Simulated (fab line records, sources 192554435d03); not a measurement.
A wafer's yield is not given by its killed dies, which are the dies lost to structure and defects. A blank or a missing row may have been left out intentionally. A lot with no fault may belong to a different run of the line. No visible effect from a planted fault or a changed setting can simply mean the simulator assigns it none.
Which tool is to blame? ; flow n5 finfet ; 10 lots with 30 wafers sampled at 6 steps, on a route of 1938 steps

== WHAT THE GAUGES SHOWED, per wafer ==
N5_BEOL_M0_SAQP_THK_MEAS_05. Usual: thk nm reads 60.1 nm (standard deviation 0.72).
lot;measured;on;thk nm (nm);flag
L898;day 5 14:30;film metro-01;59.9 60.1 60.1;
L899;day 5 18:02;film metro-01;60.0 59.6 60.6;
L902;day 6 12:04;film metro-02;59.4 60.0 60.1;
L903;day 7 00:13;film metro-01;60.2 59.5 60.0;
L904;day 7 03:07;film metro-01;59.6 60.2 61.2;
L910;day 8 18:21;film metro-01;59.3 60.1 61.8;
L914;day 9 20:30;film metro-02;58.8 60.2 59.5;
L917;day 10 06:42;film metro-01;59.7 59.7 60.9;
L918;day 10 10:16;film metro-02;59.4 60.9 60.7;
L921;day 11 03:58;film metro-02;59.6 61.4 59.7;

N5_BEOL_M0_SAQP_CD_MEAS_14: target cd 42.5 nm. Usual: cd nm reads 42.5 nm (standard deviation 0.35).
lot;measured;on;cd nm (nm);flag
L898;day 5 14:52;cd sem-03;42.4 42.7 42.3;
L899;day 5 18:24;cd sem-03;42.3 42.0 42.1;
L902;day 6 12:25;cd sem-02;39.2 38.9 38.9;OFF
L903;day 7 00:34;cd sem-02;40.4 39.9 39.9;OFF
L904;day 7 03:31;cd sem-03;39.8 39.4 39.8;OFF
L910;day 8 18:54;cd sem-01;42.8 42.9 42.5;
L914;day 9 20:59;cd sem-03;42.4 42.4 42.4;
L917;day 10 07:13;cd sem-03;43.1 42.9 43.2;
L918;day 10 10:44;cd sem-02;43.0 42.6 42.7;
L921;day 11 04:20;cd sem-01;42.4 42.6 42.6;

N5_BEOL_M4_RC_MEAS_101. Usual: DIBL_N 36.4 mV/V, standard deviation 1.5; DIBL_P 36.6 mV/V, standard deviation 1.9; IOFF_N 0.155 nA/um, standard deviation 0.021; IOFF_P 0.211 nA/um, standard deviation 0.028; ION_N 671 uA/um, standard deviation 8.6; ION_P 462 uA/um, standard deviation 5.8; SS_N 71.5 mV/dec, standard deviation 0.5; SS_P 73.4 mV/dec, standard deviation 0.58; VT_N 250.1 mV, standard deviation 2.4; VT_P -250.1 mV, standard deviation 3.
lot;measured;on;DIBL_N (mV/V);DIBL_P (mV/V);IOFF_N (nA/um);IOFF_P (nA/um);ION_N (uA/um);ION_P (uA/um);SS_N (mV/dec);SS_P (mV/dec);VT_N (mV);VT_P (mV);flag
L898;day 7 23:52;prober-02;35.7 35.3 35.8;35.0 35.4 34.5;0.134 0.138 0.142;0.193 0.200 0.189;674 667 685;457 464 461;71.2 71.4 71.5;72.5 72.0 72.8;250.6 248.9 250.2;-250.8 -251.9 -252.8;
L899;day 8 08:29;prober-01;35.7 36.7 35.8;35.7 36.6 35.5;0.152 0.157 0.149;0.207 0.215 0.198;677 676 664;464 468 460;71.3 71.8 71.7;73.3 73.8 74.5;249.9 249.4 251.1;-250.3 -251.7 -249.5;
L902;day 8 18:59;prober-02;35.9 34.8 36.2;35.7 34.6 35.7;0.146 0.130 0.145;0.173 0.158 0.171;668 665 664;450 448 456;71.1 70.9 70.9;73.6 73.4 73.4;250.3 251.9 248.6;-254.6 -256.9 -255.1;
L903;day 8 22:37;prober-01;34.9 34.0 33.9;34.8 33.9 33.5;0.137 0.129 0.126;0.224 0.204 0.202;657 661 660;464 463 466;70.6 70.9 71.0;72.8 72.6 72.7;254.1 256.0 249.6;-246.3 -251.0 -251.1;
L904;day 9 15:51;prober-02;36.5 34.8 36.1;36.7 33.9 36.1;0.155 0.126 0.144;0.208 0.179 0.205;673 664 669;460 459 462;71.6 71.2 71.3;73.4 72.0 73.7;250.9 250.4 252.1;-250.0 -253.1 -252.4;
L910;day 10 20:49;prober-01;34.5 38.3 37.3;32.8 37.4 35.7;0.128 0.196 0.183;0.193 0.279 0.255;666 681 686;461 475 479;70.5 71.3 72.2;73.8 73.9 73.6;250.2 242.4 245.2;-249.4 -240.7 -242.6;
L914;day 12 09:46;prober-01;37.7 37.2 38.2;37.4 37.2 38.3;0.158 0.149 0.169;0.238 0.240 0.260;669 665 671;463 462 471;72.0 71.5 71.9;73.7 73.4 73.4;249.9 249.9 249.4;-249.9 -250.2 -246.3;
L917;day 12 16:26;prober-01;36.9 37.9 37.3;37.3 38.5 37.8;0.160 0.186 0.171;0.221 0.218 0.209;665 686 677;459 461 460;71.8 71.9 71.3;73.4 73.7 73.5;252.5 247.3 247.6;-247.9 -250.5 -250.5;
L918;day 12 20:07;prober-01;36.3 37.1 36.7;36.7 38.9 37.9;0.151 0.177 0.158;0.195 0.230 0.207;665 673 665;456 466 453;71.5 71.9 72.0;73.4 74.6 74.0;249.9 247.2 250.0;-251.6 -249.3 -247.9;
L921;day 13 20:34;prober-02;37.5 36.8 38.2;37.3 37.3 38.1;0.160 0.155 0.175;0.168 0.173 0.183;675 675 691;452 458 461;72.1 70.9 71.8;73.6 73.6 73.1;248.8 248.2 247.3;-257.4 -256.5 -256.1;

== TOOL THAT RAN EACH LOT (tool first, then ch and the chambers of the sampled wafers, then the start) ==
lot;N5_BEOL_M0_SAQP_ILD_DEP_01;N5_BEOL_M0_SAQP_HM_DEP_111;N5_BEOL_M0_SAQP_PEB_12
L898;pecvd-04 ch 0,1,2, day 5 12:52;pecvd-01 ch 0,1,2, day 5 14:32;litho track-01 ch 0, day 5 14:47
L899;pecvd-03 ch 0,2, day 5 15:53;pecvd-03 ch 1,2, day 5 18:05;litho track-05 ch 0, day 5 18:20
L902;pecvd-04 ch 0,1,2, day 6 10:52;pecvd-04 ch 0,1,2, day 6 12:06;litho track-01 ch 0, day 6 12:21
L903;pecvd-04 ch 0,1,2, day 6 23:17;pecvd-01 ch 0,1,2, day 7 00:15;litho track-01 ch 0, day 7 00:30
L904;pecvd-03 ch 1,2, day 7 02:17;pecvd-03 ch 1,2, day 7 03:10;litho track-01 ch 0, day 7 03:26
L910;pecvd-04 ch 1,2, day 8 16:37;pecvd-03 ch 0,2, day 8 18:23;litho track-04 ch 0, day 8 18:50
L914;pecvd-01 ch 0,1,2, day 9 18:13;pecvd-01 ch 0,1,2, day 9 20:32;litho track-01 ch 0, day 9 20:55
L917;pecvd-04 ch 1,2, day 10 04:51;pecvd-04 ch 1,2, day 10 06:44;litho track-04 ch 0, day 10 07:08
L918;pecvd-03 ch 0,1, day 10 07:50;pecvd-01 ch 0,1, day 10 10:17;litho track-01 ch 0, day 10 10:40
L921;pecvd-01 ch 0,2, day 11 03:07;pecvd-04 ch 0,2, day 11 04:01;litho track-01 ch 0, day 11 04:16
- N5_BEOL_M0_SAQP_ILD_DEP_01: deposits SiOC from DEMS/O2, target thk 45.419 nm, time 8.7 s.
- N5_BEOL_M0_SAQP_HM_DEP_111: deposits SiO2 from SiH4/N2O, target thk 12 nm, time 7.2 s.
- N5_BEOL_M0_SAQP_PEB_12: peb time 60 s.

== WHAT THE TOOLS THEMSELVES READ (means of the sampled wafers that have a number; where no wafer has one, the mark that the record gives instead) ==
N5_BEOL_M0_SAQP_ILD_DEP_01. Usual: heater power w 508 W, standard deviation 92; showerhead plenum p Torr 5.700 Torr, standard deviation 0.012; susceptor temp C 350.00 C, standard deviation 0.21; throttle valve pct 11.6 %, standard deviation 0.55.
lot;tool;heater power w (W);showerhead plenum p Torr (Torr);susceptor temp C (C);throttle valve pct (%);flag
L898;pecvd-04;472;5.699;350.31;11.7;
L899;pecvd-03;532;5.703;350.14;11.5;
L902;pecvd-04;441;5.698;350.04;11.6;
L903;pecvd-04;505;5.703;350.05;11.6;
L904;pecvd-03;594;5.698;349.83;12.1;
L910;pecvd-04;424;5.688;349.99;11.4;
L914;pecvd-01;470;5.708;350.05;11.7;
L917;pecvd-04;477;5.704;350.03;11.6;
L918;pecvd-03;571;5.699;349.94;11.7;
L921;pecvd-01;436;5.713;349.79;11.5;

N5_BEOL_M0_SAQP_HM_DEP_111. Usual: heater power w 804 W, standard deviation 130; showerhead plenum p Torr 8.22 Torr, standard deviation 0.076; susceptor temp C 400.02 C, standard deviation 0.23.
lot;tool;heater power w (W);showerhead plenum p Torr (Torr);susceptor temp C (C);flag
L898;pecvd-01;739;8.29;400.17;
L899;pecvd-03;893;8.22;400.10;
L902;pecvd-04;783;8.20;400.09;
L903;pecvd-01;753;8.29;400.07;
L904;pecvd-03;985;8.17;400.13;
L910;pecvd-03;845;8.15;399.90;
L914;pecvd-01;714;8.28;400.18;
L917;pecvd-04;864;8.19;400.21;
L918;pecvd-01;677;8.26;400.17;
L921;pecvd-04;675;8.18;399.82;

== THE ANSWER, worked out from the rows above alone ==
Rule: a lot is off if the mean of its wafers that have a number lies more than 3 standard deviations from the usual mean. Also off: a lot with no number at a reading for which 4 or more lots have one. All remaining lots with rows at the step are treated as sound. After the gauges, taken in route order, come the tools' own readings; for these a lot's mean is taken, as printed above. At the first step where some lot is off, the reading lying furthest off is the one used; lots without a number count as furthest.
Off at N5_BEOL_M0_SAQP_CD_MEAS_14 (cd nm): L902, L903, L904.
If a tool, at a process step before that reading, ran all the lots that are off and no sound lot after the first of them, it fits. The gauges at N5_BEOL_M0_SAQP_CD_MEAS_14 are tried like those tools. None of those tried fits.

== WHAT THE SIMULATOR PUT IN ==
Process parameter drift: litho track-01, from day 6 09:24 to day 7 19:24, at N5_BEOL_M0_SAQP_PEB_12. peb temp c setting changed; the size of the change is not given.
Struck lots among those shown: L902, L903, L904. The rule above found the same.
